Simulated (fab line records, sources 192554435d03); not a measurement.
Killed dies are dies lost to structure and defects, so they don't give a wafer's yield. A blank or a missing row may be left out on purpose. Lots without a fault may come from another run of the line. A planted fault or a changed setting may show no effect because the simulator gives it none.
fab line records | flow n5_finfet
record lots=5 wafers=15 last_day=15
route steps=1938 shown BEOL_M11@1583 BEOL_M12@1602
lots that met no fault: from a run of the same line without faults
start_h: hours from the record's first day to the start of the lot's first wafer shown | wait_h: hours since the lot's step before | " the same as in the row above | L1.1+2: a row that stands for several wafers | - no value, or no start given | * or withheld: withheld | < > ~ a bound
route shown NAME@n: a module of which the file shows steps, and the number in the route of the first | usual: mean/standard deviation of fault-free wafers | same: alike in all rows | chamber/n: place in a boat | sites: the reading at each site | _std_site: their standard deviation | _edge_site: outer sites' mean less inner sites' | radius_mm: how far each site lies from the wafer's centre | mask NAME#n: copy n | behind: the tool/chamber that last shaped the wafer | hold: why the lot was held/for how many hours/how that ended | device: the transistor (n, p or np) that didn't switch | end of line: the same wafers' tests at the end of the route | a step without rows: its recipe alone | killed: dies lost to structure and defects at the first sort, not the wafer's yield | map: a wafer's dies, x killed, . not, _ none there
set.NAME: the setting as run; set.NAME@STEP: as run at that earlier step | model.NAME: the simulator's own value behind a step, which no gauge read
lots at some steps of the route; a table a step, a row a wafer
services: from which hour (start_h, from the record's first day; less than 0 if before it) a tool's chamber was out of use, for how many hours, and why
## steps
# step N5_BEOL_M11_SRD_40
# recipe time_s=30 temp_c=23 rinse_liquid=diw dry=ipa_marangoni
# usual bath_heat_duty_pct=3.7/0.6
# columns lot.wafer tool chamber start_h wait_h bath_heat_duty_pct
L076.1 wet_bench-04 2 253.47 0.0 2.9
L076.3 " 4 " " 4.0
L076.5 " 1 " " 3.5
L075.1 wet_bench-04 2 257.05 0.0 3.4
L075.2 " 1 " " 4.1
L075.5 " 7 " " 3.6
L086.1 wet_bench-02 1 301.66 0.0 3.8
L086.2 " 4 " " 3.4
L086.6 " 0 " " 4.3
L089.2 wet_bench-02 0 326.84 0.0 5.2
L089.3 " 4 " " 3.9
L089.5 " 7 " " 2.9
L085.1 wet_bench-05 0 327.10 0.0 3.9
L085.2 " 2 " " 4.5
L085.3 " 5 " " 3.2
# step N5_BEOL_M11_PRECLEAN_42
# recipe chemistry=residue_remover time_s=60 temp_c=40
# usual bath_guard_temp_C=39.9/0.43 bath_heat_duty_pct=4.5/0.65
# columns lot.wafer tool chamber start_h wait_h bath_guard_temp_C bath_heat_duty_pct
L076.1 wet_bench-04 2 253.49 0.0 40.3 3.7
L076.3 " 4 " " 39.6 5.7
L076.5 " 1 " " 40.0 5.0
L075.1 wet_bench-04 2 257.06 0.0 40.2 3.8
L075.2 " 1 " " 39.9 4.3
L075.5 " 7 " " 39.7 4.6
L086.1 wet_bench-02 1 301.68 0.0 39.4 4.9
L086.2 " 4 " " 40.0 4.5
L086.6 " 0 " " 39.6 6.8
L089.2 wet_bench-02 0 326.86 0.0 39.7 6.7
L089.3 " 4 " " 40.0 4.4
L089.5 " 7 " " 39.6 2.7
L085.1 wet_bench-05 0 327.12 0.0 39.7 4.1
L085.2 " 2 " " 40.5 5.1
L085.3 " 5 " " 40.1 4.0
# step N5_BEOL_M11_SRD_43
# recipe time_s=30 temp_c=23 rinse_liquid=diw dry=ipa_marangoni
# usual bath_heat_duty_pct=3.7/0.61
# columns lot.wafer tool chamber start_h wait_h bath_heat_duty_pct
L076.1 wet_bench-04 2 253.50 0.0 2.9
L076.3 " 4 " " 4.1
L076.5 " 1 " " 4.2
L075.1 wet_bench-04 2 257.08 0.0 3.3
L075.2 " 1 " " 4.3
L075.5 " 7 " " 3.4
L086.1 wet_bench-02 1 301.70 0.0 3.8
L086.2 " 4 " " 2.3
L086.6 " 0 " " 5.0
L089.2 wet_bench-02 0 326.87 0.0 5.0
L089.3 " 4 " " 3.8
L089.5 " 7 " " 3.1
L085.1 wet_bench-05 0 327.13 0.0 2.9
L085.2 " 2 " " 5.3
L085.3 " 5 " " 3.4
# step N5_BEOL_M11_CD_MEAS_35
# recipe target_cd_nm=70 polarity=opening
# usual cd_nm=70.1/0.46
# columns lot.wafer tool chamber start_h wait_h cd_nm
L076.1 cd_sem-01 - 253.54 0.0 69.6
L076.3 " - " " 70.0
L076.5 " - " " 70.2
L075.1 cd_sem-02 - 257.12 0.0 69.4
L075.2 " - " " 70.7
L075.5 " - " " 70.3
L086.1 cd_sem-01 - 301.74 0.0 70.3
L086.2 " - " " 69.1
L086.6 " - " " 69.7
L089.2 cd_sem-01 - 326.91 0.0 69.5
L089.3 " - " " 70.6
L089.5 " - " " 69.8
L085.1 cd_sem-03 - 327.18 0.0 70.7
L085.2 " - " " 69.8
L085.3 " - " " 70.4
# step N5_BEOL_M11_CURE_72
# recipe temp_c=370 time_s=120 ambient=DMADMS/He material=SiCOH_lowk
# usual lamp_power_pct=52.31/0.05 wafer_temp_C_max=372.0/0.78
# columns lot.wafer tool chamber start_h wait_h lamp_power_pct wafer_temp_C_max
L076.1 uv_cure-03 0 253.59 0.0 52.35 370.9
L076.3 " 0 " " 52.14 371.4
L076.5 " 0 " " 52.32 371.1
L075.1 uv_cure-02 1 257.26 0.1 52.30 372.2
L075.2 " 1 " " 52.30 372.6
L075.5 " 1 " " 52.29 372.0
L086.1 uv_cure-01 2 301.78 0.0 52.29 373.8
L086.2 " 2 " " 52.28 373.1
L086.6 " 2 " " 52.41 373.2
L089.2 uv_cure-01 1 327.14 0.2 52.35 371.1
L089.3 " 1 " " 52.30 371.4
L089.5 " 1 " " 52.32 372.2
L085.1 uv_cure-03 1 327.34 0.2 52.31 371.3
L085.2 " 1 " " 52.37 371.2
L085.3 " 1 " " 52.29 371.4
# step N5_BEOL_M11_DEGAS_44
# recipe ambient=vacuum temp_c=250 time_s=60
# usual heater_power_w=326/30 susceptor_temp_C=250.00/0.19
# columns lot.wafer tool chamber start_h wait_h heater_power_w susceptor_temp_C
L076.1 pvd_sputter-02 - 254.33 0.6 308 250.13
L076.3 " - " " 377 250.12
L076.5 " - " " 319 250.25
L075.1 pvd_sputter-03 - 258.35 1.0 362 250.14
L075.2 " - " " 342 250.14
L075.5 " - " " 322 249.87
L086.1 pvd_sputter-02 - 302.35 0.5 367 250.07
L086.2 " - " " 379 250.04
L086.6 " - " " 379 249.83
L089.2 pvd_sputter-01 - 327.60 0.4 285 249.88
L089.3 " - " " 282 250.31
L089.5 " - " " 321 250.28
L085.1 pvd_sputter-01 - 328.18 0.7 287 250.02
L085.2 " - " " 280 249.90
L085.3 " - " " 356 250.00
# step N5_BEOL_M11_PRE_CLEAN_45
# recipe gas=H2/He time_s=30 temp_c=250
# usual heater_power_w=325/31 susceptor_temp_C=250.00/0.19
# columns lot.wafer tool chamber start_h wait_h heater_power_w susceptor_temp_C
L076.1 pvd_sputter-02 - 254.37 0.0 304 250.00
L076.3 " - " " 389 249.71
L076.5 " - " " 324 250.31
L075.1 pvd_sputter-03 - 258.39 0.0 367 249.78
L075.2 " - " " 335 250.00
L075.5 " - " " 319 249.99
L086.1 pvd_sputter-02 - 302.39 0.0 370 249.60
L086.2 " - " " 390 249.81
L086.6 " - " " 391 249.84
L089.2 pvd_sputter-01 - 327.64 0.0 281 250.05
L089.3 " - " " 286 250.04
L089.5 " - " " 309 250.17
L085.1 pvd_sputter-01 - 328.22 0.0 284 249.96
L085.2 " - " " 289 250.22
L085.3 " - " " 359 250.12
# step N5_BEOL_M11_ALD_74
# recipe material=TaN target_thk_a=20 temp_c=275 ald_precursor_family=PDMAT ald_co_reactant=NH3 pressure_torr=3 carrier_flow_sccm=1500 pulse_time_s=2 purge_time_s=3 co_reactant_purge_time_s=2 co_reactant_pulse_time_s=3 ald_cycles=40 precursor_vessel_temp_c=75 precursor_vessel_pressure_torr=26.25 precursor_vessel_carrier_sccm=1000
# usual heater_power_w=406/61 susceptor_temp_C=275.02/0.18
# same ald_cycles=40
# columns lot.wafer tool chamber start_h wait_h heater_power_w susceptor_temp_C
L076.1 ald_metal-02 3 254.45 0.1 390 275.02
L076.3 " 2 " " 391 275.26
L076.5 " 1 " " 471 275.07
L075.1 ald_metal-02 1 258.46 0.0 482 275.09
L075.2 " 0 " " 367 274.91
L075.5 " 2 " " 382 274.81
L086.1 ald_metal-01 2 302.45 0.0 362 274.81
L086.2 " 3 " " 338 275.25
L086.6 " 1 " " 460 275.07
L089.2 ald_metal-04 0 327.71 0.0 338 275.22
L089.3 " 2 " " 470 274.80
L089.5 " 1 " " 563 274.83
L085.1 ald_metal-01 1 328.29 0.0 469 275.28
L085.2 " 3 " " 335 275.08
L085.3 " 0 " " 452 275.04
# step N5_BEOL_M11_SURFACE_TREAT_76
# recipe gas=Ar time_s=* ion_energy_ev=* ion_current_ma_cm2=0.5 pressure_mtorr=* ar_flow_sccm=30
# usual throttle_valve_pct=*
# columns lot.wafer tool chamber start_h wait_h throttle_valve_pct
L076.1 pvd_sputter-02 - 254.85 0.3 *
L076.3 " - " " *
L076.5 " - " " *
L075.1 pvd_sputter-03 - 258.77 0.2 *
L075.2 " - " " *
L075.5 " - " " *
L086.1 pvd_sputter-01 - 302.79 0.2 *
L086.2 " - " " *
L086.6 " - " " *
L089.2 pvd_sputter-02 - 328.12 0.3 *
L089.3 " - " " *
L089.5 " - " " *
L085.1 pvd_sputter-01 - 329.12 0.7 *
L085.2 " - " " *
L085.3 " - " " *
# step N5_BEOL_M11_CVD_75
# recipe material=Co target_thk_a=20 temp_c=withheld precursor=CCTBA/H2 pressure_torr=30 time_s=138.9
# columns lot.wafer tool chamber start_h wait_h
L076.1+3+5 cvd_co-01 0,1,2 254.91 0.0
L075.1+2+5 cvd_co-01 0,2,2 258.86 0.1
L086.1+2+6 cvd_co-01 2,1,0 302.85 0.0
L089.2+3+5 cvd_co-01 1,2,2 328.41 0.3
L085.1+2+3 cvd_co-02 1,2,0 329.41 0.3
# step N5_BEOL_M11_SPUTTER_48
# recipe material=Cu target_thk_a=120 temp_c=-20 bias_v=60 power_w=26000 chamber_pressure_pa=0.13 time_s=2
# usual susceptor_temp_C=-20.01/0.097 throttle_valve_pct=30.4/1.1
# columns lot.wafer tool chamber start_h wait_h susceptor_temp_C throttle_valve_pct
L076.1 pvd_sputter-02 - 255.03 0.1 -20.05 31.6
L076.3 " - " " -20.15 32.1
L076.5 " - " " -20.07 31.6
L075.1 pvd_sputter-03 - 259.03 0.1 -20.09 28.1
L075.2 " - " " -19.92 31.4
L075.5 " - " " -19.91 30.3
L086.1 pvd_sputter-02 - 303.01 0.1 -20.00 32.0
L086.2 " - " " -19.99 31.5
L086.6 " - " " -20.03 30.2
L089.2 pvd_sputter-01 - 328.56 0.1 -20.06 29.4
L089.3 " - " " -20.01 29.6
L089.5 " - " " -19.99 29.2
L085.1 pvd_sputter-03 - 329.67 0.2 -19.92 28.5
L085.2 " - " " -20.09 31.3
L085.3 " - " " -19.95 29.3
# step N5_BEOL_M11_ECD_50
# recipe material=Cu target_thk_a=3180
# columns lot.wafer tool chamber start_h wait_h
L076.1+3+5 ecd_cu-01 0,0,1 255.15 0.1
L075.1+2+5 ecd_cu-02 1,0,1 259.15 0.1
L086.1+2+6 ecd_cu-01 0,1,0 303.13 0.1
L089.2+3+5 ecd_cu-02 0,1,0 328.68 0.1
L085.1+2+3 ecd_cu-02 0,1,0 329.79 0.1
# step N5_BEOL_M11_ANNEAL_51
# recipe temp_c=225 time_s=90 ambient=N2
# usual wafer_temp_C_max=225.9/0.3
# columns lot.wafer tool chamber start_h wait_h wafer_temp_C_max
L076.1 rtp_anneal-02 0 255.65 0.5 225.7
L076.3 " 0 " " 225.7
L076.5 " 0 " " 225.5
L075.1 rtp_anneal-01 0 259.60 0.4 226.3
L075.2 " 0 " " 226.1
L075.5 " 0 " " 226.2
L086.1 rtp_anneal-02 0 303.33 0.2 226.2
L086.2 " 0 " " 225.8
L086.6 " 0 " " 225.8
L089.2 rtp_anneal-02 0 328.84 0.1 225.6
L089.3 " 0 " " 225.7
L089.5 " 0 " " 225.4
L085.1 rtp_anneal-01 0 329.90 0.1 225.7
L085.2 " 0 " " 225.8
L085.3 " 0 " " 226.2
# step N5_BEOL_M11_CMP_52
# recipe stop_on=SiCOH_lowk t_overpolish_s=7 down_force_psi=1 platen_rpm=50 clearing_platen_down_force_psi=1.5 clearing_platen_rpm=50 post_cmp_clean=cu_alkaline target_thk_nm=140 clearing_platen_pad_velocity_m_s=0.99484 pad_velocity_m_s=0.99484
# usual barrier_field_endpoint_s=28.6/0.61 clearing_platen_down_force_psi=1.500/0.0031 motor_current_A=6.0/0.77 overpolish_run_s=7.000/0.0086 time_to_endpoint_s=64.5/2.3
# columns lot.wafer tool chamber start_h wait_h barrier_field_endpoint_s clearing_platen_down_force_psi motor_current_A overpolish_run_s time_to_endpoint_s
L076.1 cmp-02 1 255.96 0.3 28.8 1.504 7.1 6.995 67.1
L076.3 " 3 " " 29.0 1.500 6.6 7.000 66.0
L076.5 " 1 " " 29.3 1.507 7.2 7.004 65.8
L075.1 cmp-03 2 259.93 0.3 28.0 1.499 5.9 7.004 59.9
L075.2 " 3 " " 28.2 1.497 6.1 6.996 62.3
L075.5 " 2 " " 29.1 1.500 5.8 7.013 63.3
L086.2 cmp-04 3 303.63 0.2 27.7 1.504 4.5 7.010 63.0
L086.1 " 2 " " 28.9 1.507 5.1 6.999 65.2
L086.6 " 3 " " 27.5 1.498 4.9 6.982 59.7
L089.2 cmp-02 0 329.22 0.3 28.7 1.494 6.2 7.004 67.3
L089.3 " 3 " " 28.1 1.503 6.6 7.005 67.3
L089.5 " 0 " " 28.4 1.498 6.8 6.997 66.8
L085.1 cmp-03 2 330.24 0.3 28.4 1.505 5.7 6.992 61.9
L085.3 " 3 " " 28.2 1.500 6.1 7.009 65.6
L085.2 " 0 " " 28.4 1.498 6.9 6.983 60.6
# step N5_BEOL_M11_THK_MEAS_53
# recipe thk_meas_gauge=xrf reads=Cu_of_BEOL_M11_ECD_50
# usual M11_THK=140.7/2.8
# columns lot.wafer tool chamber start_h wait_h M11_THK[nm]
L076.1 film_metro-01 - 256.25 - 145.1
L076.3 " - " " 143.6
L076.5 " - " " 140.9
L075.1 film_metro-02 - 260.19 - 139.7
L075.2 " - " " 138.1
L075.5 " - " " 139.4
L086.1 film_metro-02 - 303.92 - 137.7
L086.2 " - " " 141.9
L086.6 " - " " 142.0
L089.2 film_metro-02 - 329.51 - 141.5
L089.3 " - " " 135.0
L089.5 " - " " 139.1
L085.1 film_metro-02 - 330.49 - 142.3
L085.2 " - " " 135.2
L085.3 " - " " 138.2
# step N5_BEOL_M11_PRE_CLEAN_55
# recipe gas=NH3 time_s=15 temp_c=withheld rf_power_w=300
# usual rf_fwd_power_W=295.6/1.8
# columns lot.wafer tool chamber start_h wait_h rf_fwd_power_W
L076.1 pecvd-03 1 256.29 0.0 294.2
L076.3 " 2 " " 298.0
L076.5 " 1 " " 293.6
L075.1 pecvd-04 1 260.23 0.0 292.9
L075.2 " 0 " " 296.6
L075.5 " 1 " " 294.8
L086.1 pecvd-04 2 303.96 0.0 299.8
L086.2 " 1 " " 291.6
L086.6 " 2 " " 297.4
L089.2 pecvd-01 1 329.55 0.0 295.9
L089.3 " 2 " " 294.7
L089.5 " 2 " " 295.7
L085.1 pecvd-04 2 330.53 0.0 297.1
L085.2 " 1 " " 293.5
L085.3 " 0 " " 295.8
# step N5_BEOL_M11_DEP_56
# recipe material=SiCN target_thk_a=300 temp_c=withheld precursor=3MS/NH3 pressure_torr=3 rf_w=675 time_s=10.5
# usual rf_fwd_power_W=667/3.6 showerhead_plenum_p_Torr=4.146/0.024 throttle_valve_pct=17.9/1.4
# columns lot.wafer tool chamber start_h wait_h rf_fwd_power_W showerhead_plenum_p_Torr throttle_valve_pct
L076.1 pecvd-03 1 256.31 0.0 669 4.177 19.4
L076.3 " 2 " " 669 4.187 16.2
L076.5 " 1 " " 666 4.161 19.7
L075.1 pecvd-04 1 260.25 0.0 659 4.192 17.6
L075.2 " 0 " " 668 4.128 17.3
L075.5 " 1 " " 663 4.183 17.4
L086.1 pecvd-04 2 303.98 0.0 668 4.123 16.4
L086.2 " 1 " " 662 4.172 17.3
L086.6 " 2 " " 668 4.119 16.2
L089.2 pecvd-01 1 329.58 0.0 667 4.125 17.0
L089.3 " 2 " " 671 4.153 17.7
L089.5 " 2 " " 673 4.159 17.9
L085.1 pecvd-04 2 330.56 0.0 667 4.110 16.3
L085.2 " 1 " " 661 4.185 17.5
L085.3 " 0 " " 667 4.137 17.5
# step N5_BEOL_M11_RS_MEAS_57
# recipe thk_meas_gauge=four-point-probe reads=Cu_of_BEOL_M11_ECD_50+Co_of_BEOL_M11_CVD_75+TaN_of_BEOL_M11_ALD_74
# usual M11_RS=0.151/0.0032
# columns lot.wafer tool chamber start_h wait_h M11_RS[ohm/sq]
L076.1 film_metro-01 - 256.38 0.0 0.144
L076.3 " - " " 0.146
L076.5 " - " " 0.150
L075.1 film_metro-02 - 260.31 0.0 0.149
L075.2 " - " " 0.152
L075.5 " - " " 0.149
L086.1 film_metro-02 - 304.05 0.0 0.153
L086.2 " - " " 0.148
L086.6 " - " " 0.149
L089.2 film_metro-02 - 329.64 0.0 0.149
L089.3 " - " " 0.156
L089.5 " - " " 0.152
L085.1 film_metro-02 - 330.62 0.0 0.149
L085.2 " - " " 0.158
L085.3 " - " " 0.154
# step N5_BEOL_M11_INSPECT_58
# recipe inspect_instrument=darkfield mode=post_dep
# usual raw_defect_count=73/24
# columns lot.wafer tool chamber start_h wait_h raw_defect_count
L076.1 defect_inspect-01 - 256.40 0.0 51
L076.3 " - " " 67
L076.5 " - " " 43
L075.1 defect_inspect-01 - 260.34 0.0 75
L075.2 " - " " 72
L075.5 " - " " 67
L086.1 defect_inspect-02 - 304.07 0.0 73
L086.2 " - " " 81
L086.6 " - " " 101
L089.2 defect_inspect-01 - 329.66 0.0 55
L089.3 " - " " 119
L089.5 " - " " 60
L085.1 defect_inspect-01 - 330.64 0.0 62
L085.2 " - " " 72
L085.3 " - " " 81
# step N5_BEOL_M12_ILD_DEP_00
# recipe material=SiOC target_thk_a=6589.2 temp_c=350 precursor=DEMS/O2 pressure_torr=5 rf_w=500 time_s=130.7
# usual heater_power_w=461/49 rf_fwd_power_W=498.2/1.8 showerhead_plenum_p_Torr=5.691/0.014 susceptor_temp_C=349.99/0.2 throttle_valve_pct=12.1/0.84
# columns lot.wafer tool chamber start_h wait_h heater_power_w rf_fwd_power_W showerhead_plenum_p_Torr susceptor_temp_C throttle_valve_pct
L076.1 pecvd-01 2 256.44 0.0 519 499.3 5.698 349.99 11.9
L076.3 " 1 " " 435 499.8 5.663 350.00 11.4
L076.5 " 2 " " 520 501.1 5.689 350.17 11.7
L075.1 pecvd-02 1 260.38 0.0 475 499.1 5.693 350.13 12.9
L075.2 " 2 " " 411 498.1 5.697 349.88 11.5
L075.5 " 1 " " 386 499.9 5.697 349.93 12.7
L086.1 pecvd-02 0 304.11 0.0 537 498.6 5.713 349.87 12.6
L086.2 " 1 " " 398 499.1 5.688 350.43 12.8
L086.6 " 1 " " 437 499.0 5.696 350.10 12.7
L089.2 pecvd-02 0 329.70 0.0 516 497.8 5.709 349.85 12.2
L089.3 " 2 " " 420 497.6 5.706 350.28 11.6
L089.5 " 2 " " 449 497.3 5.705 350.31 11.4
L085.1 pecvd-03 2 330.68 0.0 503 498.8 5.712 349.99 10.7
L085.2 " 1 " " 506 500.9 5.701 350.35 13.2
L085.3 " 0 " " 383 494.9 5.703 349.79 12.0
# step N5_BEOL_M12_THK_MEAS_01
# recipe reads=SiOC_of_BEOL_M12_ILD_DEP_00
# usual M12_ILD_THK=663/8.8
# columns lot.wafer tool chamber start_h wait_h M12_ILD_THK[nm]
L076.1 film_metro-02 - 256.57 0.1 647
L076.3 " - " " 650
L076.5 " - " " 657
L075.1 film_metro-02 - 260.51 0.1 663
L075.2 " - " " 667
L075.5 " - " " 671
L086.1 film_metro-02 - 304.24 0.1 666
L086.2 " - " " 666
L086.6 " - " " 668
L089.2 film_metro-02 - 329.83 0.1 662
L089.3 " - " " 662
L089.5 " - " " 671
L085.1 film_metro-02 - 330.81 0.1 655
L085.2 " - " " 664
L085.3 " - " " 662
# step N5_BEOL_M12_COAT_58
# recipe resist=BARC temp_c=205 time_s=60 spin_rpm=1500 resist_thk_nm=89
# columns lot.wafer tool chamber start_h wait_h
L076.1+3+5 litho_track-04 0 256.60 0.0
L075.1+2+5 litho_track-03 0 260.54 0.0
L086.1+2+6 litho_track-01 0 304.27 0.0
L089.2+3+5 litho_track-01 0 329.86 0.0
L085.1+2+3 litho_track-03 0 330.84 0.0
# step N5_BEOL_M12_COAT_04
# recipe spin_rpm=1625 resist_thk_nm=400
# columns lot.wafer tool chamber start_h wait_h
L076.1+3+5 litho_track-04 0 - -
L075.1+2+5 litho_track-03 0 - -
L086.1+2+6 litho_track-01 0 - -
L089.2+3+5 litho_track-01 0 - -
L085.1+2+3 litho_track-03 0 - -
# step N5_BEOL_M12_EBR_06
# recipe solvent=PGMEA ebr_width_mm=1.5
# columns lot.wafer tool chamber start_h wait_h
L076.1+3+5 litho_track-04 0 - -
L075.1+2+5 litho_track-03 0 - -
L086.1+2+6 litho_track-01 0 - -
L089.2+3+5 litho_track-01 0 - -
L085.1+2+3 litho_track-03 0 - -
# step N5_BEOL_M12_SOFTBAKE_05
# recipe temp_c=130 time_s=60
# columns lot.wafer tool chamber start_h wait_h
L076.1+3+5 litho_track-04 0 - -
L075.1+2+5 litho_track-03 0 - -
L086.1+2+6 litho_track-01 0 - -
L089.2+3+5 litho_track-01 0 - -
L085.1+2+3 litho_track-03 0 - -
# step N5_BEOL_M12_EXPOSE_07
# recipe mask_id=V11 na=0.93 source_shape=conventional sigma_outer=0.6 polarization=unpolarized attpsm_phase_deg=180 dose_mj=32.5
# columns lot.wafer tool chamber start_h wait_h mask
L076.1+3+5 krf_scanner-01 0 256.72 - V11#0
L075.1+2+5 krf_scanner-01 0 260.64 - V11#0
L086.1+2+6 krf_scanner-01 0 304.50 - V11#0
L089.2+3+5 krf_scanner-01 0 330.09 - V11#0
L085.1+2+3 krf_scanner-01 0 330.94 - V11#0
# step N5_BEOL_M12_PEB_08
# recipe peb_temp_c=130 peb_time_s=90
# columns lot.wafer tool chamber start_h wait_h
L076.1+3+5 litho_track-04 0 256.78 0.1
L075.1+2+5 litho_track-03 0 260.70 0.1
L086.1+2+6 litho_track-03 0 304.55 0.1
L089.2+3+5 litho_track-03 0 330.15 0.0
L085.1+2+3 litho_track-03 0 331.00 0.1
# step N5_BEOL_M12_DEVELOP_09
# recipe develop_time_s=45 rinse_liquid=diw dry=air_spin dev_temp_c=21
# columns lot.wafer tool chamber start_h wait_h
L076.1+3+5 litho_track-04 0 - -
L075.1+2+5 litho_track-03 0 - -
L086.1+2+6 litho_track-03 0 - -
L089.2+3+5 litho_track-03 0 - -
L085.1+2+3 litho_track-03 0 - -
# step N5_BEOL_M12_HARDBAKE_14
# recipe temp_c=130 time_s=120
# columns lot.wafer tool chamber start_h wait_h
L076.1+3+5 litho_track-04 0 - -
L075.1+2+5 litho_track-03 0 - -
L086.1+2+6 litho_track-03 0 - -
L089.2+3+5 litho_track-03 0 - -
L085.1+2+3 litho_track-03 0 - -
# step N5_BEOL_M12_CD_MEAS_10
# recipe target_cd_nm=140 landing_energy_ev=500 detector=se_inlens polarity=opening
# usual cd_nm=139.8/1.5
# columns lot.wafer tool chamber start_h wait_h cd_nm
L076.1 cd_sem-01 0 256.89 - 137.2
L076.3 " 0 " " 139.2
L076.5 " 0 " " 139.4
L075.1 cd_sem-02 0 260.81 - 140.0
L075.2 " 0 " " 140.2
L075.5 " 0 " " 140.1
L086.1 cd_sem-02 0 304.67 - 140.9
L086.2 " 0 " " 143.3
L086.6 " 0 " " 139.6
L089.2 cd_sem-03 0 330.26 - 139.0
L089.3 " 0 " " 137.9
L089.5 " 0 " " 138.0
L085.1 cd_sem-02 0 331.12 - 139.2
L085.2 " 0 " " 140.8
L085.3 " 0 " " 141.4
# step N5_BEOL_M12_OVL_MEAS_11
# recipe points_per_wafer=44
# usual V11_OVL=0/4.8
# columns lot.wafer tool chamber start_h wait_h V11_OVL[nm]
L076.1 overlay-01 0 256.92 0.0 0
L076.3 " 0 " " 0
L076.5 " 0 " " 5
L075.1 overlay-02 0 260.84 0.0 -8
L075.2 " 0 " " -8
L075.5 " 0 " " -9
L086.1 overlay-02 0 304.70 0.0 5
L086.2 " 0 " " -2
L086.6 " 0 " " 6
L089.2 overlay-02 0 330.29 0.0 -1
L089.3 " 0 " " 2
L089.5 " 0 " " -1
L085.1 overlay-01 0 331.15 0.0 3
L085.2 " 0 " " -3
L085.3 " 0 " " 3
# step N5_BEOL_M12_INSPECT_12
# recipe mode=adi inspect_instrument=macro
# usual raw_defect_count=2.2/1.5
# columns lot.wafer tool chamber start_h wait_h raw_defect_count
L076.1 defect_inspect-01 - 256.95 0.0 4
L076.3 " - " " 1
L076.5 " - " " 2
L075.1 defect_inspect-02 - 261.02 0.2 1
L075.2 " - " " 2
L075.5 " - " " 2
L086.1 defect_inspect-02 - 304.72 0.0 5
L086.2 " - " " 2
L086.6 " - " " 3
L089.2 defect_inspect-01 - 330.32 0.0 0
L089.3 " - " " 2
L089.5 " - " " 6
L085.1 defect_inspect-01 - 331.17 0.0 0
L085.2 " - " " 1
L085.3 " - " " 1
# step N5_BEOL_M12_DESCUM_15
# recipe chemistry=O2 time_s=7.9 source_power_w=50 bias_power_w=20 pressure_mtorr=20 rf_frequency_hz=2.712e+07 temp_c=40 o2_flow_sccm=225
# usual drypump_motor_current_A=5.6/0.47 oes_product_au=0.79/0.1 rf_fwd_power_W=49.38/0.23 rf_vpp_V=242.5/1.4 showerhead_plenum_p_Torr=2.05/0.064 throttle_valve_pct=20.52/0.18
# columns lot.wafer tool chamber start_h wait_h drypump_motor_current_A oes_product_au rf_fwd_power_W rf_hours_counter_h rf_vpp_V showerhead_plenum_p_Torr throttle_valve_pct
L076.1 rie_diel-02 0 257.08 0.1 5.8 0.92 49.30 27 243.2 2.05 20.45
L076.3 " 2 " " 6.8 0.96 49.24 4 243.3 2.15 20.51
L076.5 " 0 " " 5.9 0.92 49.12 - 243.0 2.05 20.45
L075.1 rie_diel-02 0 261.05 0.0 5.9 0.93 49.23 29 242.3 2.05 20.47
L075.2 " 1 " " 5.8 0.80 49.66 108 246.1 2.19 20.63
L075.5 " 3 " " 5.4 0.93 49.21 - 243.2 2.13 20.28
L086.1 rie_diel-01 0 304.76 0.0 6.3 0.69 49.15 240 241.4 2.07 20.78
L086.2 " 2 " " 5.1 0.69 48.84 219 242.6 2.07 20.59
L086.6 " 2 " " 5.1 0.70 48.93 - 243.4 2.07 20.58
L089.2 rie_diel-02 3 330.35 0.0 5.4 0.89 48.89 43 243.6 2.12 20.31
L089.3 " 1 " " 5.8 0.78 49.67 132 245.4 2.18 20.68
L089.5 " 3 " " 5.4 0.89 48.93 - 243.9 2.12 20.31
L085.1 rie_diel-01 1 331.26 0.1 5.2 0.73 49.31 192 240.8 1.99 20.83
L085.2 " 2 " " 5.1 0.69 48.96 228 241.3 2.07 20.60
L085.3 " 3 " " 5.7 0.71 49.40 223 244.0 2.16 20.70
# step N5_BEOL_M12_ETCH_59
# recipe chemistry=N2/H2 target=BARC target_depth_a=890 overetch_a=267 time_s=67.9 ion_energy_ev=200 pressure_mtorr=30 source_w=840 bias_w=150 n2_flow_sccm=200 h2_flow_sccm=200
# usual drypump_motor_current_A=5.6/0.47 oes_product_au=0.68/0.082 rf_fwd_power_W=833/3.4 rf_vpp_V=522.5/2.3 showerhead_plenum_p_Torr=2.49/0.079 throttle_valve_pct=17.97/0.22
# columns lot.wafer tool chamber start_h wait_h drypump_motor_current_A oes_product_au rf_fwd_power_W rf_hours_counter_h rf_vpp_V showerhead_plenum_p_Torr throttle_valve_pct
L076.1 rie_diel-02 0 257.11 0.0 5.9 0.78 825 27 520.7 2.49 17.79
L076.3 " 2 " " 6.8 0.82 836 4 526.1 2.60 17.81
L076.5 " 0 " " 5.8 0.78 829 - 522.1 2.49 17.77
L075.1 rie_diel-02 0 261.09 0.0 5.9 0.78 829 29 522.9 2.49 17.78
L075.2 " 1 " " 5.8 0.67 829 108 527.5 2.67 18.16
L075.5 " 3 " " 5.4 0.79 833 - 525.8 2.60 17.73
L086.1 rie_diel-01 0 304.79 0.0 6.3 0.59 832 240 523.1 2.49 18.16
L086.2 " 2 " " 5.1 0.59 828 219 523.3 2.52 18.08
L086.6 " 2 " " 5.1 0.61 825 - 523.2 2.52 18.10
L089.2 rie_diel-02 3 330.39 0.0 5.4 0.75 829 43 526.1 2.59 17.77
L089.3 " 1 " " 5.7 0.66 832 132 527.3 2.66 18.21
L089.5 " 3 " " 5.4 0.75 828 - 525.5 2.59 17.81
L085.1 rie_diel-01 1 331.30 0.0 5.2 0.63 833 192 519.9 2.43 18.49
L085.2 " 2 " " 5.2 0.60 834 228 524.0 2.52 18.11
L085.3 " 3 " " 5.7 0.61 831 223 524.6 2.63 18.11
## services
# columns tool chamber start_h hours kind
cmp-02 - 236.73 3.6 pm
rie_diel-02 1 237.00 5.9 repair
pecvd-01 1 237.48 10.0 repair
ecd_cu-02 - 240.35 4.2 repair
cvd_co-01 - 245.95 6.9 pm
krf_scanner-01 - 249.24 1.3 pm
uv_cure-03 - 249.72 1.2 repair
uv_cure-02 - 259.75 6.0 pm
rtp_anneal-02 - 259.79 3.4 pm
uv_cure-02 - 265.75 1.0 pm
cmp-02 - 282.84 3.9 repair
pecvd-01 - 283.86 6.0 pm
cvd_co-02 - 284.48 3.8 pm
cmp-04 - 285.55 4.9 pm
krf_scanner-01 - 290.89 1.0 pm
pecvd-03 - 297.75 2.6 repair
uv_cure-02 - 299.32 24.9 pm
cmp-02 - 301.49 0.3 repair
pecvd-03 0 302.05 8.0 repair
rie_diel-01 3 303.84 3.5 repair
wet_bench-04 - 311.33 1.9 pm
cmp-03 - 313.49 3.7 repair
cvd_co-01 2 319.64 1.8 repair
ecd_cu-02 - 329.95 0.3 repair
## key
fault none
